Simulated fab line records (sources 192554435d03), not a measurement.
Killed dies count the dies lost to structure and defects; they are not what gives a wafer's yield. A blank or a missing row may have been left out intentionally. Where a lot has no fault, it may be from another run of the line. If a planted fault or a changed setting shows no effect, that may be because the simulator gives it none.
Chamber matching -- flow n5_finfet -- 3 sister chambers for N5_BEOL_M9_DEP_56 on pecvd-02
The step deposits SiCN from 3MS/NH3, target thk 15 nm, time 26.5 s. 6 wafers are shown with their chamber, then 8 later ones without.

WAFERS PAIRED WITH THEIR CHAMBERS
wafer,chamber,throttle_valve_pct (%),showerhead_plenum_p_Torr (Torr)
L083.4,2,8.6,3.698
L083.6,0,9.7,3.654
L086.2,1,9.5,3.659
L086.3,2,8.6,3.689
L086.6,1,9.3,3.666
L088.1,0,9.6,3.667

WAFERS WITHOUT THEIR CHAMBER
wafer,throttle_valve_pct (%),showerhead_plenum_p_Torr (Torr)
L088.2,9.5,3.672
L088.4,9.9,3.656
L090.1,9.5,3.656
L090.4,9.7,3.662
L090.5,8.5,3.693
L096.2,8.7,3.693
L096.3,9.7,3.666
L096.6,9.2,3.661

CHAMBER TAKEN BY EACH
wafer,from the rows above,in truth
L088.2,can't be placed: 1 or 0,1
L088.4,0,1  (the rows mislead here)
L090.1,can't be placed: 1 or 0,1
L090.4,0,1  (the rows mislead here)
L090.5,2,2
L096.2,2,2
L096.3,0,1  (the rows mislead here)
L096.6,1,1
Correct placement for 3 of the 8. Not placeable from these rows: 2 (in 2, the candidates include the true chamber). 3 placed wrongly.
How it was worked out, from the rows above alone: a wafer's distance from a chamber is the root of the sum, over the readings, of the square of ((its reading less the chamber's mean) divided by the reading's scatter). The wafer belongs to the nearest chamber; if the next one is less than 2 further off, it can't be placed. Each chamber's mean is taken over the wafers shown for it. The scatter: the root of (the sum of the squares of (reading less its chamber's mean) over the shown wafers, divided by (wafers less chambers)).
